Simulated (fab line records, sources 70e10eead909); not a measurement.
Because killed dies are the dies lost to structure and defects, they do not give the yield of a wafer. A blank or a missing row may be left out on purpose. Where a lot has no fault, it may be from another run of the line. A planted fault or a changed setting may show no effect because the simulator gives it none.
Chamber matching -- flow nand harc -- NHARC_A_STAIRCASE_ALD_420 on ald hk-02: 4 sister chambers
The step deposits SiO2, target thk 20 nm, pulse time 6 s, ald cycles 200. 8 wafers are shown with their chamber, then 7 later ones without.

## WAFERS WITH THEIR CHAMBER
wafer,chamber,heater power w (W),precursor pulse height rel
L084.1,2,422,1.001
L086.2,3,562,1.017
L086.6,1,500,0.991
L085.4,0,473,0.973
L085.5,0,471,0.994
L085.6,1,513,1.022
L089.2,2,428,1.001
L089.3,3,561,0.970

## WAFERS MISSING THEIR CHAMBER
wafer,heater power w (W),precursor pulse height rel
L089.6,499,1.013
L091.1,570,1.014
L091.3,430,1.009
L091.4,477,0.966
L096.2,474,1.018
L096.5,429,0.971
L096.6,511,1.035

## THE CHAMBER EACH PASSED THROUGH
wafer,from the rows above,in truth
L089.6,1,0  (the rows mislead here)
L091.1,3,3
L091.3,2,2
L091.4,0,0
L096.2,0,0
L096.5,2,2
L096.6,1,1
Correctly placed: 6 of 7. From these rows, 0 cannot be placed. Wrongly placed: 1.
How it was worked out, from the rows above alone: a wafer's distance from a chamber is the root of the sum, over the readings, of the square of ((its reading less the chamber's mean) divided by the reading's scatter). If the next closest chamber is less than 2 further off than the closest, the wafer can't be placed; otherwise it belongs to the closest. Each chamber's mean is taken over the wafers shown for it. The scatter: the root of (the sum of the squares of (reading less its chamber's mean) over the shown wafers, divided by (wafers less chambers)).
